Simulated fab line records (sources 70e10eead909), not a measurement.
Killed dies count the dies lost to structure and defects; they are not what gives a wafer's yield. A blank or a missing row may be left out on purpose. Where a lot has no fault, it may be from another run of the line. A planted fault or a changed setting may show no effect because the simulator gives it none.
Tool commonality check | flow nandHarc | Lots sampled 11, wafers sampled 33

WHY THIS WAS OPENED
At NHARC_A_M1_THK_MEAS_24 the reading thkNm is flagged on 3 of 11 lots. No-fault wafers: 154.4 nm, standard deviation 1.6.
Rule: a lot is flagged when every wafer of it that has a number lies more than 4 standard deviations from that mean, or none has a number. The rest of the lots are taken to be sound.

lot  | measured     | on           | thkNm (nm), wafer by wafer | flag
L890 | day 18 02:55 | filmMetro-02 | 156.2 156.1 153.7          | 
L888 | day 18 04:50 | filmMetro-01 | 154.9 153.2 152.2          | 
L889 | day 18 11:29 | filmMetro-01 | 154.2 153.1 152.3          | 
L894 | day 20 08:04 | filmMetro-02 | 155.4 155.4 155.0          | 
L902 | day 20 21:26 | filmMetro-01 | 156.7 155.1 154.7          | 
L898 | day 21 04:58 | filmMetro-02 | 29.5 31.6 28.3             | FLAGGED
L901 | day 21 17:56 | filmMetro-02 | 30.1 28.4 29.6             | FLAGGED
L903 | day 21 19:49 | filmMetro-01 | 30.6 31.0 30.4             | FLAGGED
L904 | day 22 03:20 | filmMetro-01 | 155.2 153.3 153.3          | 
L909 | day 23 15:40 | filmMetro-02 | 154.5 154.0 155.8          | 
L910 | day 24 08:26 | filmMetro-01 | 155.7 156.0 155.6          | 
The mean of the flagged lots' numbers is 29.9 nm, -124.5 nm from the usual (-78 standard deviations).

TOOL THAT RAN EACH LOT
The record holds 3 process steps before the reading, out of a route of 1159 steps. Each cell gives the tool, then ch followed by the chambers the sampled wafers passed through, then the start.
lot  | flag    | NHARC_A_M1_ECD_22             | NHARC_A_M1_ANNEAL_31            | NHARC_A_M1_CMP_23
L890 |         | ecdCu-02 ch 0,1, day 18 01:55 | rtpAnneal-02 ch 0, day 18 02:17 | cmp-01 ch 0,2,3, day 18 02:35
L888 |         | ecdCu-01 ch 0,1, day 18 03:56 | rtpAnneal-01 ch 0, day 18 04:16 | cmp-01 ch 0,2,3, day 18 04:36
L889 |         | ecdCu-01 ch 0,1, day 18 10:26 | rtpAnneal-02 ch 0, day 18 10:49 | cmp-04 ch 0,2,3, day 18 11:13
L894 |         | ecdCu-02 ch 0,1, day 20 07:02 | rtpAnneal-02 ch 0, day 20 07:25 | cmp-01 ch 1,2, day 20 07:46
L902 |         | ecdCu-01 ch 0,1, day 20 20:24 | rtpAnneal-01 ch 0, day 20 20:50 | cmp-04 ch 1,3, day 20 21:07
L898 | FLAGGED | ecdCu-01 ch 0,1, day 21 03:56 | rtpAnneal-01 ch 0, day 21 04:18 | cmp-01 ch 1,2,3, day 21 04:39
L901 | FLAGGED | ecdCu-01 ch 0,1, day 21 16:52 | rtpAnneal-01 ch 0, day 21 17:16 | cmp-02 ch 0,1, day 21 17:38
L903 | FLAGGED | ecdCu-02 ch 0,1, day 21 18:37 | rtpAnneal-02 ch 0, day 21 19:00 | cmp-02 ch 0,1, day 21 19:29
L904 |         | ecdCu-02 ch 0,1, day 22 02:20 | rtpAnneal-01 ch 0, day 22 02:43 | cmp-02 ch 0,2,3, day 22 03:01
L909 |         | ecdCu-02 ch 0,1, day 23 14:22 | rtpAnneal-01 ch 0, day 23 14:49 | cmp-02 ch 0,1,3, day 23 15:23
L910 |         | ecdCu-02 ch 1, day 24 07:05   | rtpAnneal-01 ch 0, day 24 07:33 | cmp-04 ch 0,1, day 24 08:09
What is done by these steps:
- NHARC_A_M1_ECD_22: material Cu, target thk 400 nm.
- NHARC_A_M1_ANNEAL_31: time 90 s.
- NHARC_A_M1_CMP_23: polishes, t overpolish 20 s, target thk 154.34 nm.
- NHARC_A_M1_THK_MEAS_24: measures by xrf.

FLAGGED OVER TOTAL, TOOL BY TOOL (the gauges that took the reading come last)
step                   | tool         | lots run | flagged | share of the flagged lots | sound lots run after its first flagged lot
NHARC_A_M1_ECD_22      | ecdCu-01     | 5        | 2       | some                      | 0
NHARC_A_M1_ECD_22      | ecdCu-02     | 6        | 1       | some                      | 3 (L904,L909,L910)
NHARC_A_M1_ANNEAL_31   | rtpAnneal-01 | 7        | 2       | some                      | 3 (L904,L909,L910)
NHARC_A_M1_ANNEAL_31   | rtpAnneal-02 | 4        | 1       | some                      | 0
NHARC_A_M1_CMP_23      | cmp-01       | 4        | 1       | some                      | 0
NHARC_A_M1_CMP_23      | cmp-02       | 4        | 2       | some                      | 2 (L904,L909)
NHARC_A_M1_CMP_23      | cmp-04       | 3        | 0       | none                      | -
NHARC_A_M1_THK_MEAS_24 | filmMetro-01 | 6        | 1       | some                      | 2 (L904,L910)
NHARC_A_M1_THK_MEAS_24 | filmMetro-02 | 5        | 2       | some                      | 1 (L909)

WHAT IS ALLOWED BY THE TABLE
No row of the table ran every flagged lot.

WHAT HAD BEEN PUT IN BY THE SIMULATOR
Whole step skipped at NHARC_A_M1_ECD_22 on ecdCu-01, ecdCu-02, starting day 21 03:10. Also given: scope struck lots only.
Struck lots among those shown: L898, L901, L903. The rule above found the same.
